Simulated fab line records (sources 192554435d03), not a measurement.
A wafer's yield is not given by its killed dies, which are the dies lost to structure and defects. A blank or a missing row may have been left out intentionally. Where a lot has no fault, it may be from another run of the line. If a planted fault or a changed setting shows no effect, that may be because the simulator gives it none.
Matching of chambers + flow n5 finfet + rie diel-02 running N5_BEOL_M3_ETCH_70: 4 sister chambers
The step etches SOC in N2/H2, target depth 80 nm, overetch 16 nm, time 120 s. 4 wafers are shown with their chamber, then 10 later ones without.

WAFERS PAIRED WITH THEIR CHAMBERS
| wafer  | chamber | drypump motor current A (A) |
|--------|---------|-----------------------------|
| L087.4 | 2       | 6.3                         |
| L087.5 | 3       | 5.6                         |
| L090.1 | 1       | 5.0                         |
| L090.2 | 0       | 5.5                         |

WAFERS WHOSE CHAMBER IS MISSING
| wafer  | drypump motor current A (A) |
|--------|-----------------------------|
| L090.5 | 6.4                         |
| L093.1 | 5.5                         |
| L093.2 | 6.4                         |
| L093.5 | 5.6                         |
| L092.1 | 6.3                         |
| L092.4 | 5.6                         |
| L092.6 | 5.0                         |
| L095.2 | 6.3                         |
| L095.4 | 5.6                         |
| L095.5 | 6.4                         |

WHICH CHAMBER EACH ONE RAN IN
| wafer  | from the rows above     | in truth |
|--------|-------------------------|----------|
| L090.5 | 2                       | 2        |
| L093.1 | can't be placed: 0 or 3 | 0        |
| L093.2 | 2                       | 2        |
| L093.5 | can't be placed: 3 or 0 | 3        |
| L092.1 | 2                       | 2        |
| L092.4 | can't be placed: 3 or 0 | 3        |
| L092.6 | 1                       | 1        |
| L095.2 | 2                       | 2        |
| L095.4 | can't be placed: 3 or 0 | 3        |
| L095.5 | 2                       | 2        |
Placed correctly: 6 of 10. These rows do not allow placing 4 (true chamber among the candidates in 4). Placed wrongly: 0.
How it was worked out, from the rows above alone: a wafer's distance from a chamber is the root of the sum, over the readings, of the square of ((its reading less the chamber's mean) divided by the reading's scatter). If the next closest chamber is less than 2 further off than the closest, the wafer can't be placed; otherwise it belongs to the closest. For every chamber, the mean is computed from those of its wafers that are shown. The scatter: root of mean squared gap, hidden wafer to nearest shown wafer, with one shown wafer a chamber.
